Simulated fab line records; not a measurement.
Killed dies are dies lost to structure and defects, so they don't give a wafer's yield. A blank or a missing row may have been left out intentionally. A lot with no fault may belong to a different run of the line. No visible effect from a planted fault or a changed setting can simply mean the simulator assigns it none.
Chamber matching | flow n5 finfet | N5_BEOL_M9_ETCH_61 on rie diel-06: 4 sister chambers
The step etches SiARC in CF4, target depth 39 nm, time 65 s. 4 wafers are shown with their chamber, then 12 later ones without.

WAFERS PAIRED WITH THEIR CHAMBERS
wafer  | chamber | showerhead plenum p Torr (Torr)
L090.3 | 1       | 2.16
L090.4 | 2       | 2.13
L087.1 | 3       | 2.26
L087.6 | 0       | 2.08

WAFERS WITHOUT THEIR CHAMBER
wafer  | showerhead plenum p Torr (Torr)
L089.3 | 2.25
L089.4 | 2.08
L089.5 | 2.08
L092.2 | 2.07
L092.5 | 2.16
L092.6 | 2.07
L093.1 | 2.07
L093.2 | 2.16
L093.3 | 2.25
L096.1 | 2.25
L096.2 | 2.07
L096.4 | 2.12

WHICH CHAMBER EACH WENT THROUGH
wafer  | from the rows above | in truth
L089.3 | 3                   | 3
L089.4 | 0                   | 0
L089.5 | 0                   | 0
L092.2 | 0                   | 0
L092.5 | 1                   | 1
L092.6 | 0                   | 0
L093.1 | 0                   | 0
L093.2 | 1                   | 1
L093.3 | 3                   | 3
L096.1 | 3                   | 3
L096.2 | 0                   | 0
L096.4 | 2                   | 2
Correctly placed: 12 of 12. Can't be placed from these rows: 0. Wrongly placed: 0.
How it was worked out, from the rows above alone: a wafer's distance from a chamber is the root of the sum, over the readings, of the square of ((its reading less the chamber's mean) divided by the reading's scatter). If the next closest chamber is less than 2 further off than the closest, the wafer can't be placed; otherwise it belongs to the closest. The mean given for a chamber averages the wafers shown for that chamber. The scatter: root of mean squared gap, hidden wafer to nearest shown wafer, with one shown wafer a chamber.
